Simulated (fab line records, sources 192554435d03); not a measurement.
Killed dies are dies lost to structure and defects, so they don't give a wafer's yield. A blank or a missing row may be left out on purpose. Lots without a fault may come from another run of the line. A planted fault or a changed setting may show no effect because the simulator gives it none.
Chamber matching | flow n5_finfet | N5_SD_EPI_N_LINER_46 on ald_sin-01: 4 sister chambers
The step material SiNx, target thk 3 nm. 14 wafers are shown with their chamber, then 7 later ones without.

WAFERS WITH THEIR CHAMBER
wafer  | chamber | heater_power_w (W)
L818.2 | 3       | 934
L818.5 | 1       | 767
L818.6 | 2       | 992
L823.3 | 1       | 767
L823.5 | 2       | 994
L823.6 | 1       | 772
L825.3 | 0       | 825
L825.4 | 2       | 971
L825.5 | 3       | 955
L830.2 | 3       | 967
L830.4 | 1       | 769
L831.1 | 2       | 956
L831.4 | 0       | 844
L831.5 | 3       | 925

SIGNATURES (means of the wafers above)
reading        | chamber 0 | chamber 1 | chamber 2 | chamber 3 | scatter within a chamber
heater_power_w | 834.50    | 768.75    | 978.25    | 945.25    | 15.1
Rule: a wafer's distance from a chamber is the root of the sum, over the readings, of the square of ((its reading less the chamber's mean) divided by the reading's scatter). The wafer belongs to the nearest chamber; if the next one is less than 2 further off, it can't be placed. The scatter: the root of (the sum of the squares of (reading less its chamber's mean) over the shown wafers, divided by (wafers less chambers)).

WAFERS WITHOUT THEIR CHAMBER
wafer  | heater_power_w (W)
L832.2 | 996
L832.5 | 993
L832.6 | 973
L834.2 | 1013
L834.4 | 984
L835.2 | 962
L835.6 | 968

WHICH CHAMBER EACH WENT THROUGH
wafer  | from the rows above     | in truth
L832.2 | 2                       | 2
L832.5 | 2                       | 2
L832.6 | can't be placed: 2 or 3 | 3
L834.2 | 2                       | 2
L834.4 | 2                       | 2
L835.2 | can't be placed: 2 or 3 | 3
L835.6 | can't be placed: 2 or 3 | 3
Placed correctly: 4 of 7. Can't be placed from these rows: 3 (the true chamber is among the candidates in 3). Placed wrongly: 0.
